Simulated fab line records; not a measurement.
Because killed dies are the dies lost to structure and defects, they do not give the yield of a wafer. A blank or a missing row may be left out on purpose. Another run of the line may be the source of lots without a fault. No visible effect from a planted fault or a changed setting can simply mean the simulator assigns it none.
Chamber matching ; flow n5-finfet ; N5_BEOL_M11_STRIP_67 on rie-diel-05 has 4 sister chambers
The step strips in CF4. 4 wafers are shown with their chamber, then 7 later ones without.

WAFERS PAIRED WITH THEIR CHAMBERS
wafer;chamber;drypump-motor-current-A (A)
L084.5;2;6.1
L083.2;1;5.5
L088.2;3;5.7
L088.5;0;5.0

WAFERS WITHOUT THEIR CHAMBER
wafer;drypump-motor-current-A (A)
L088.6;5.7
L087.1;6.1
L087.2;5.7
L087.6;6.1
L097.4;5.6
L097.5;5.7
L097.6;6.1

EACH ONE'S CHAMBER
wafer;from the rows above;in truth
L088.6;3;3
L087.1;2;2
L087.2;3;3
L087.6;2;2
L097.4;can't be placed: 1 or 3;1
L097.5;3;3
L097.6;2;2
Correct placement for 6 of the 7. These rows do not allow placing 1 (true chamber among the candidates in 1). Number placed wrongly: 0.
How it was worked out, from the rows above alone: a wafer's distance from a chamber is the root of the sum, over the readings, of the square of ((its reading less the chamber's mean) divided by the reading's scatter). If the next closest chamber is less than 2 further off than the closest, the wafer can't be placed; otherwise it belongs to the closest. The mean given for a chamber averages the wafers shown for that chamber. The scatter (one wafer shown for each chamber): square how far every hidden wafer sits from the nearest shown wafer, average those squares and take the square root.
